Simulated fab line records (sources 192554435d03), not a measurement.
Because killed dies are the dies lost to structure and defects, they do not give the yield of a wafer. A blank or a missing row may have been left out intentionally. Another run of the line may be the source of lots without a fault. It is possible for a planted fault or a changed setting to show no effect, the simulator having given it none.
Chamber matching || flow n5Finfet || N5_BEOL_M0_SAQP_SPACER1_ETCHBACK_99 on rieDiel-02 has 4 sister chambers
The step etches SiO2 in CHF3/O2, target depth 15.4 nm, time 7.7 s. 16 wafers are shown with their chamber, then 8 later ones without.

## EACH WAFER AND ITS CHAMBER
{"wafer": "L074.1", "chamber": 2, "drypumpMotorCurrentA (A)": 5.0, "rfVppV (V)": 518, "showerheadPlenumPTorr (Torr)": 2.47}
{"wafer": "L074.4", "chamber": 0, "drypumpMotorCurrentA (A)": 4.8, "rfVppV (V)": 533, "showerheadPlenumPTorr (Torr)": 2.27}
{"wafer": "L074.6", "chamber": 3, "drypumpMotorCurrentA (A)": 5.7, "rfVppV (V)": 565, "showerheadPlenumPTorr (Torr)": 2.33}
{"wafer": "L075.2", "chamber": 2, "drypumpMotorCurrentA (A)": 5.0, "rfVppV (V)": 519, "showerheadPlenumPTorr (Torr)": 2.47}
{"wafer": "L075.3", "chamber": 1, "drypumpMotorCurrentA (A)": 6.4, "rfVppV (V)": 545, "showerheadPlenumPTorr (Torr)": 2.54}
{"wafer": "L075.4", "chamber": 0, "drypumpMotorCurrentA (A)": 4.9, "rfVppV (V)": 533, "showerheadPlenumPTorr (Torr)": 2.27}
{"wafer": "L087.1", "chamber": 0, "drypumpMotorCurrentA (A)": 4.8, "rfVppV (V)": 532, "showerheadPlenumPTorr (Torr)": 2.26}
{"wafer": "L087.2", "chamber": 1, "drypumpMotorCurrentA (A)": 6.4, "rfVppV (V)": 546, "showerheadPlenumPTorr (Torr)": 2.53}
{"wafer": "L087.6", "chamber": 3, "drypumpMotorCurrentA (A)": 5.7, "rfVppV (V)": 566, "showerheadPlenumPTorr (Torr)": 2.33}
{"wafer": "L088.2", "chamber": 2, "drypumpMotorCurrentA (A)": 5.0, "rfVppV (V)": 519, "showerheadPlenumPTorr (Torr)": 2.47}
{"wafer": "L088.5", "chamber": 0, "drypumpMotorCurrentA (A)": 4.8, "rfVppV (V)": 533, "showerheadPlenumPTorr (Torr)": 2.26}
{"wafer": "L088.6", "chamber": 1, "drypumpMotorCurrentA (A)": 6.4, "rfVppV (V)": 544, "showerheadPlenumPTorr (Torr)": 2.53}
{"wafer": "L092.2", "chamber": 2, "drypumpMotorCurrentA (A)": 5.0, "rfVppV (V)": 519, "showerheadPlenumPTorr (Torr)": 2.47}
{"wafer": "L092.3", "chamber": 0, "drypumpMotorCurrentA (A)": 4.8, "rfVppV (V)": 533, "showerheadPlenumPTorr (Torr)": 2.26}
{"wafer": "L092.5", "chamber": 2, "drypumpMotorCurrentA (A)": 5.0, "rfVppV (V)": 519, "showerheadPlenumPTorr (Torr)": 2.46}
{"wafer": "L094.2", "chamber": 2, "drypumpMotorCurrentA (A)": 5.0, "rfVppV (V)": 518, "showerheadPlenumPTorr (Torr)": 2.46}

SIGNATURES, as means of the wafers listed above
{"reading": "drypumpMotorCurrentA", "chamber 0": 4.820, "chamber 1": 6.400, "chamber 2": 5.000, "chamber 3": 5.700, "scatter within a chamber": 0.0258}
{"reading": "rfVppV", "chamber 0": 532.80, "chamber 1": 545.00, "chamber 2": 518.67, "chamber 3": 565.50, "scatter within a chamber": 0.621}
{"reading": "showerheadPlenumPTorr", "chamber 0": 2.2640, "chamber 1": 2.5333, "chamber 2": 2.4667, "chamber 3": 2.3300, "scatter within a chamber": 0.00516}
Rule: a wafer's distance from a chamber is the root of the sum, over the readings, of the square of ((its reading less the chamber's mean) divided by the reading's scatter). The wafer belongs to the nearest chamber; if the next one is less than 2 further off, it can't be placed. The scatter: take each reading less its chamber's mean, square it, sum over the shown wafers, divide by the number of wafers less the number of chambers, and take the root.

## WAFERS WHOSE CHAMBER IS MISSING
{"wafer": "L094.3", "drypumpMotorCurrentA (A)": 5.7, "rfVppV (V)": 564, "showerheadPlenumPTorr (Torr)": 2.32}
{"wafer": "L094.4", "drypumpMotorCurrentA (A)": 6.4, "rfVppV (V)": 545, "showerheadPlenumPTorr (Torr)": 2.52}
{"wafer": "L095.1", "drypumpMotorCurrentA (A)": 4.9, "rfVppV (V)": 532, "showerheadPlenumPTorr (Torr)": 2.26}
{"wafer": "L095.2", "drypumpMotorCurrentA (A)": 5.7, "rfVppV (V)": 565, "showerheadPlenumPTorr (Torr)": 2.32}
{"wafer": "L095.6", "drypumpMotorCurrentA (A)": 6.4, "rfVppV (V)": 544, "showerheadPlenumPTorr (Torr)": 2.52}
{"wafer": "L096.1", "drypumpMotorCurrentA (A)": 5.7, "rfVppV (V)": 565, "showerheadPlenumPTorr (Torr)": 2.32}
{"wafer": "L096.2", "drypumpMotorCurrentA (A)": 6.4, "rfVppV (V)": 545, "showerheadPlenumPTorr (Torr)": 2.52}
{"wafer": "L096.5", "drypumpMotorCurrentA (A)": 5.7, "rfVppV (V)": 565, "showerheadPlenumPTorr (Torr)": 2.32}

## CHAMBER TAKEN BY EACH
{"wafer": "L094.3", "from the rows above": 3, "in truth": 3}
{"wafer": "L094.4", "from the rows above": 1, "in truth": 1}
{"wafer": "L095.1", "from the rows above": 0, "in truth": 0}
{"wafer": "L095.2", "from the rows above": 3, "in truth": 3}
{"wafer": "L095.6", "from the rows above": 1, "in truth": 1}
{"wafer": "L096.1", "from the rows above": 3, "in truth": 3}
{"wafer": "L096.2", "from the rows above": 1, "in truth": 1}
{"wafer": "L096.5", "from the rows above": 3, "in truth": 3}
8 of 8 placed correctly. Number that these rows cannot place: 0. Placed wrongly: 0.
